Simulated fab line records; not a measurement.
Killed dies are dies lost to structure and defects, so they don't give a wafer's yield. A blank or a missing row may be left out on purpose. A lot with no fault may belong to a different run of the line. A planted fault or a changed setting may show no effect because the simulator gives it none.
A struck lot beside a sound one + flow nand_harc + 13 out of 1159 route steps
Sound: the wafers L480.1, L480.5, L480.6. Struck: wafers L472.1, L472.5, L472.6. Last of all comes the cause.
Each step with rows lists, per side, the tool, then ch with its chambers, then its first start. Under that, the readings that differ: sound wafers + struck wafers + difference of the means + sigmas: that difference in standard deviations of wafers without a fault.
alike: words and numbers the same on both sides, and readings whose means are apart by under 2 such deviations; not compared: readings that were withheld, readings missing a value for some wafer, numbers with overlapping values and no deviation given by the record, and bounds like >300 which may hide the same value.
The two part at a step that has a row with sigmas, a row that says differs or no value, or rows on one side only. Numbers that have no deviation but don't overlap get no sigmas and don't part them. Lack of a reading on every wafer of one side parts them only where that side has two or more wafers.

NHARC_P_M1_INSPECT_27:
  sound on defect_inspect-01, day 11 01:53; struck on defect_inspect-01, day 9 07:22
  alike: raw_defect_count
NHARC_P_M1_PRE_CLEAN_32: time 12 s.
  sound on pecvd-03 ch 1,2, day 11 01:58; struck on pecvd-03 ch 1,2, day 9 07:27
  alike: heater_power_w
  not compared: since_wet_clean_h
NHARC_P_M1_DEP_33: deposits SiCN, target thk 30 nm.
  sound on pecvd-03 ch 1,2, day 11 02:04; struck on pecvd-03 ch 1,2, day 9 07:33
  alike: heater_power_w
  not compared: since_wet_clean_h
then, 8 steps without rows for these wafers: NHARC_P_M2_DEP_00 (deposits SiOC, target thk 182.5 nm); NHARC_P_M2_DEHYDRATE_01 (time 120 s); NHARC_P_M2_HMDS_02 (time 30 s); NHARC_P_M2_COAT_34 (time 65 s); NHARC_P_M2_COAT_03 (resist thk 90 nm); NHARC_P_M2_SOFTBAKE_04 (time 55 s); NHARC_P_M2_EBR_05; NHARC_P_M2_EXPOSE_06 (exposes mask P M2, target cd 170 nm).
NHARC_P_M2_PEB_07: peb time 65 s.
  struck on litho_track-04, day 9 08:33; sound on litho_track-04 ch 0, day 11 03:11
  no value came back on the struck wafers for chill_plate_temp_C (C), exhaust_pa (Pa), resist_line_temp_C (C); on the sound wafers chill_plate_temp_C (C) reads 22.99 22.90 23.03
then, 1 step without rows for these wafers: NHARC_P_M2_DEVELOP_08 (develop time 35 s).

WHERE THEY PART
Within this record, at NHARC_P_M2_PEB_07 only.

WHY: what had been put in by the simulator
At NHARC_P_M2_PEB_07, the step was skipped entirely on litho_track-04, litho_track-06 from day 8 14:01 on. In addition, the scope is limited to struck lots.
